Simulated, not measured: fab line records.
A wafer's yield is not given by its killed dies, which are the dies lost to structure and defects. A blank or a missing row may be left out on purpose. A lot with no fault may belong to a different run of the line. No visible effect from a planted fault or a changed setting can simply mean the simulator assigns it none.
Chamber matching -- flow nand_harc -- rie_diel-03 running NHARC_THIN_TSV_ETCH_44: 4 sister chambers
The step etches the open film in CF4/O2, target depth 1594.2 nm, time 797.1 s. 8 wafers are shown with their chamber, then 8 later ones without.

## EACH WAFER AND ITS CHAMBER
wafer,chamber,showerhead_plenum_p_Torr (Torr),drypump_motor_current_A (A)
L558.2,0,1.76,4.9
L559.6,3,1.91,6.0
L562.3,3,1.91,6.0
L562.4,2,1.74,5.9
L567.3,2,1.74,5.9
L567.5,0,1.76,5.0
L567.6,1,1.71,6.2
L570.2,1,1.70,6.1

## WAFERS MISSING THEIR CHAMBER
wafer,showerhead_plenum_p_Torr (Torr),drypump_motor_current_A (A)
L570.3,1.91,6.0
L570.5,1.74,5.9
L574.2,1.75,4.9
L574.4,1.74,6.0
L574.5,1.70,6.1
L578.2,1.74,5.9
L578.4,1.75,5.0
L578.6,1.70,6.1

## THE CHAMBER EACH PASSED THROUGH
wafer,from the rows above,in truth
L570.3,3,3
L570.5,2,2
L574.2,0,0
L574.4,2,2
L574.5,1,1
L578.2,2,2
L578.4,0,0
L578.6,1,1
Placed correctly: 8 of 8. From these rows, 0 cannot be placed. Wrongly placed: 0.
How it was worked out, from the rows above alone: a wafer's distance from a chamber is the root of the sum, over the readings, of the square of ((its reading less the chamber's mean) divided by the reading's scatter). The wafer belongs to the nearest chamber; if the next one is less than 2 further off, it can't be placed. Each chamber's mean is taken over the wafers shown for it. The scatter is the square root of a quotient: the sum, over the shown wafers, of each reading's squared deviation from its chamber's mean, divided by wafers minus chambers.
